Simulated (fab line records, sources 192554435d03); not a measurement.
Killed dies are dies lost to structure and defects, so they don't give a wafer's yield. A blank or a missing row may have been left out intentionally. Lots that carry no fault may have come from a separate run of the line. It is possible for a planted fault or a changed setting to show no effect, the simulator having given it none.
Which of the tools did it? / flow n5_finfet / 10 lots (26 wafers sampled), 1 step of a 1938-step route

WHAT THE GAUGES READ, wafer by wafer
N5_BEOL_M1_THK_MEAS_01.
lot=L498; measured=day 6 05:10; on=film_metro-01; M1_ILD_THK (nm)=79.6 78.2 80.7
lot=L503; measured=day 7 03:41; on=film_metro-01; M1_ILD_THK (nm)=79.5 78.4 79.7
lot=L507; measured=day 8 09:52; on=film_metro-02; M1_ILD_THK (nm)=76.2 78.5 78.5
lot=L510; measured=day 8 19:29; on=film_metro-01; M1_ILD_THK (nm)=77.0 77.0
lot=L511; measured=day 9 09:20; on=film_metro-01; M1_ILD_THK (nm)=79.7 79.7 79.8
lot=L512; measured=day 9 10:22; on=film_metro-02; M1_ILD_THK (nm)=79.2 80.1
lot=L516; measured=day 10 09:44; on=film_metro-01; M1_ILD_THK (nm)=77.6 78.2
lot=L518; measured=day 10 22:20; on=film_metro-02; M1_ILD_THK (nm)=80.0 80.8
lot=L520; measured=day 11 17:43; on=film_metro-02; M1_ILD_THK (nm)=77.3 79.3 78.6
lot=L521; measured=day 11 23:02; on=film_metro-02; M1_ILD_THK (nm)=78.9 80.6 80.3

WHAT TOOL EACH LOT RAN ON (gives the tool, then ch and the chambers of the sampled wafers, and finally the start)
No process step before these readings appears in the record.

THE ANSWER, worked out from the rows above alone
Rule: usual is defined by the lots themselves. Put in order of their means at a reading, lots are off if they are a third of the lots or fewer, leave a main group of 4 or more, and stand apart from it by a gap of 3 or more times the standard deviation of the main group's means; of several such gaps the widest counts. A main group whose means are all the same, to the digits that the tables above print for the reading, isn't used. A lot without any number at a reading at which 4 lots or more have one is off too. All remaining lots with rows at the step are treated as sound.
Nothing can be told from this: no lot is off at any reading shown.

WHAT THE SIMULATOR PUT IN
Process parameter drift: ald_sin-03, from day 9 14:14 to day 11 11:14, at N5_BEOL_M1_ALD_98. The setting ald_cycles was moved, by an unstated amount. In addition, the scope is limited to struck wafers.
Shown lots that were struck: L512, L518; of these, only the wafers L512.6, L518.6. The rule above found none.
